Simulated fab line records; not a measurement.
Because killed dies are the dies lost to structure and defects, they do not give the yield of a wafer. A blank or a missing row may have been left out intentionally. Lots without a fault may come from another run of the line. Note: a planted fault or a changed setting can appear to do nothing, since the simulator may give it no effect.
Chamber matching + flow n5 finfet + rie diel-01 running N5_FIN_SAQP_SPACER1_ETCHBACK_25: 4 sister chambers
The step etches SiO2 in CHF3/O2, target depth 24.4 nm, time 12.2 s. 18 wafers are shown with their chamber, then 9 later ones without.

WAFERS WITH THEIR CHAMBER
| wafer  | chamber | showerhead plenum p Torr (Torr) | drypump motor current A (A) | throttle valve pct (%) |
|--------|---------|---------------------------------|-----------------------------|------------------------|
| L078.1 | 1       | 2.38                            | 6.0                         | 19.01                  |
| L078.2 | 0       | 2.55                            | 6.0                         | 18.64                  |
| L078.5 | 1       | 2.38                            | 6.1                         | 18.99                  |
| L079.1 | 0       | 2.55                            | 6.0                         | 18.61                  |
| L079.3 | 3       | 2.29                            | 5.3                         | 19.37                  |
| L079.5 | 2       | 2.49                            | 5.9                         | 19.01                  |
| L083.1 | 3       | 2.28                            | 5.3                         | 19.39                  |
| L083.4 | 0       | 2.54                            | 6.0                         | 18.64                  |
| L083.5 | 1       | 2.38                            | 6.0                         | 19.02                  |
| L084.2 | 1       | 2.38                            | 6.0                         | 19.03                  |
| L084.3 | 0       | 2.54                            | 6.0                         | 18.64                  |
| L084.6 | 1       | 2.38                            | 6.1                         | 19.02                  |
| L088.1 | 1       | 2.37                            | 6.1                         | 19.04                  |
| L088.5 | 1       | 2.37                            | 6.1                         | 19.04                  |
| L088.6 | 0       | 2.54                            | 6.0                         | 18.66                  |
| L090.1 | 2       | 2.49                            | 5.9                         | 19.03                  |
| L090.4 | 1       | 2.37                            | 6.1                         | 19.05                  |
| L090.5 | 0       | 2.54                            | 6.0                         | 18.65                  |

SIGNATURES (means of the wafers above)
| reading                  | chamber 0 | chamber 1 | chamber 2 | chamber 3 | scatter within a chamber |
|--------------------------|-----------|-----------|-----------|-----------|--------------------------|
| showerhead plenum p Torr | 2.5433    | 2.3762    | 2.4900    | 2.2850    | 0.00515                  |
| drypump motor current A  | 6.000     | 6.062     | 5.900     | 5.300     | 0.0366                   |
| throttle valve pct       | 18.6400   | 19.0250   | 19.0200   | 19.3800   | 0.0177                   |
Rule: a wafer's distance from a chamber is the root of the sum, over the readings, of the square of ((its reading less the chamber's mean) divided by the reading's scatter). If the next closest chamber is less than 2 further off than the closest, the wafer can't be placed; otherwise it belongs to the closest. The scatter is the square root of a quotient: the sum, over the shown wafers, of each reading's squared deviation from its chamber's mean, divided by wafers minus chambers.

WAFERS WITHOUT THEIR CHAMBER
| wafer  | showerhead plenum p Torr (Torr) | drypump motor current A (A) | throttle valve pct (%) |
|--------|---------------------------------|-----------------------------|------------------------|
| L091.1 | 2.49                            | 5.9                         | 19.02                  |
| L091.4 | 2.37                            | 6.1                         | 19.05                  |
| L091.5 | 2.54                            | 6.0                         | 18.66                  |
| L092.2 | 2.48                            | 5.9                         | 19.04                  |
| L092.3 | 2.54                            | 6.0                         | 18.66                  |
| L092.6 | 2.54                            | 6.0                         | 18.67                  |
| L096.3 | 2.53                            | 6.0                         | 18.68                  |
| L096.4 | 2.48                            | 5.9                         | 19.04                  |
| L096.5 | 2.37                            | 6.1                         | 19.05                  |

WHICH CHAMBER EACH ONE RAN IN
| wafer  | from the rows above | in truth |
|--------|---------------------|----------|
| L091.1 | 2                   | 2        |
| L091.4 | 1                   | 1        |
| L091.5 | 0                   | 0        |
| L092.2 | 2                   | 2        |
| L092.3 | 0                   | 0        |
| L092.6 | 0                   | 0        |
| L096.3 | 0                   | 0        |
| L096.4 | 2                   | 2        |
| L096.5 | 1                   | 1        |
Correctly placed: 9 of 9. Can't be placed from these rows: 0. 0 placed wrongly.
